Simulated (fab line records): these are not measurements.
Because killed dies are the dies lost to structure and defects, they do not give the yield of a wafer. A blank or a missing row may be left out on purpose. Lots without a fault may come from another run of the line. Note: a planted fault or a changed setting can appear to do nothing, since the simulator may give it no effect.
Chamber matching + flow n5_finfet + 4 sister chambers for N5_BEOL_M2_DESCUM_33 on rie_diel-04
The step chemistry O2, time 7 s. 16 wafers are shown with their chamber, then 8 later ones without.

== WAFERS PAIRED WITH THEIR CHAMBERS ==
| wafer  | chamber | drypump_motor_current_A (A) | oes_product_au (a.u.) | showerhead_plenum_p_Torr (Torr) |
|--------|---------|-----------------------------|-----------------------|---------------------------------|
| L076.1 | 3       | 6.4                         | 0.91                  | 2.14                            |
| L076.4 | 0       | 6.7                         | 0.68                  | 1.98                            |
| L076.6 | 2       | 5.6                         | 0.72                  | 1.97                            |
| L079.3 | 2       | 5.6                         | 0.71                  | 1.97                            |
| L079.4 | 1       | 6.3                         | 0.67                  | 2.07                            |
| L079.6 | 3       | 6.4                         | 0.90                  | 2.14                            |
| L078.1 | 1       | 6.3                         | 0.67                  | 2.07                            |
| L078.2 | 3       | 6.5                         | 0.90                  | 2.14                            |
| L078.5 | 2       | 5.6                         | 0.71                  | 1.97                            |
| L084.1 | 3       | 6.4                         | 0.89                  | 2.13                            |
| L084.3 | 2       | 5.6                         | 0.71                  | 1.97                            |
| L084.4 | 2       | 5.6                         | 0.70                  | 1.97                            |
| L085.1 | 0       | 6.7                         | 0.93                  | 2.24                            |
| L085.4 | 2       | 5.6                         | 0.70                  | 1.97                            |
| L085.6 | 0       | 6.7                         | 0.93                  | 2.24                            |
| L087.1 | 0       | 6.7                         | 0.89                  | 2.23                            |

SIGNATURES, as means of the wafers listed above
| reading                  | chamber 0 | chamber 1 | chamber 2 | chamber 3 | scatter within a chamber |
|--------------------------|-----------|-----------|-----------|-----------|--------------------------|
| drypump_motor_current_A  | 6.700     | 6.300     | 5.600     | 6.425     | 0.025                    |
| oes_product_au           | 0.8575    | 0.6700    | 0.7083    | 0.9000    | 0.0602                   |
| showerhead_plenum_p_Torr | 2.1725    | 2.0700    | 1.9700    | 2.1375    | 0.0643                   |
Rule: a wafer lies at a distance from a chamber equal to the root of the sum of squares, over the readings, of (its reading less the chamber's mean, divided by the reading's scatter). If the next closest chamber is less than 2 further off than the closest, the wafer can't be placed; otherwise it belongs to the closest. The scatter: take each reading less its chamber's mean, square it, sum over the shown wafers, divide by the number of wafers less the number of chambers, and take the root.

== WAFERS WITH NO CHAMBER GIVEN ==
| wafer  | drypump_motor_current_A (A) | oes_product_au (a.u.) | showerhead_plenum_p_Torr (Torr) |
|--------|-----------------------------|-----------------------|---------------------------------|
| L087.4 | 6.4                         | 0.86                  | 2.13                            |
| L087.5 | 6.3                         | 0.96                  | 2.06                            |
| L091.2 | 6.3                         | 0.94                  | 2.06                            |
| L091.3 | 6.4                         | 0.86                  | 2.12                            |
| L091.6 | 6.3                         | 0.94                  | 2.06                            |
| L096.1 | 6.3                         | 0.91                  | 2.05                            |
| L096.3 | 6.7                         | 0.87                  | 2.23                            |
| L096.5 | 6.4                         | 0.85                  | 2.12                            |

== THE CHAMBER EACH PASSED THROUGH ==
| wafer  | from the rows above     | in truth |
|--------|-------------------------|----------|
| L087.4 | 3                       | 3        |
| L087.5 | can't be placed: 1 or 3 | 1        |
| L091.2 | can't be placed: 1 or 3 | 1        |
| L091.3 | 3                       | 3        |
| L091.6 | can't be placed: 1 or 3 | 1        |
| L096.1 | can't be placed: 1 or 3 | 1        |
| L096.3 | 0                       | 0        |
| L096.5 | 3                       | 3        |
Correctly placed: 4 of 8. These rows do not allow placing 4 (true chamber among the candidates in 4). Wrongly placed: 0.
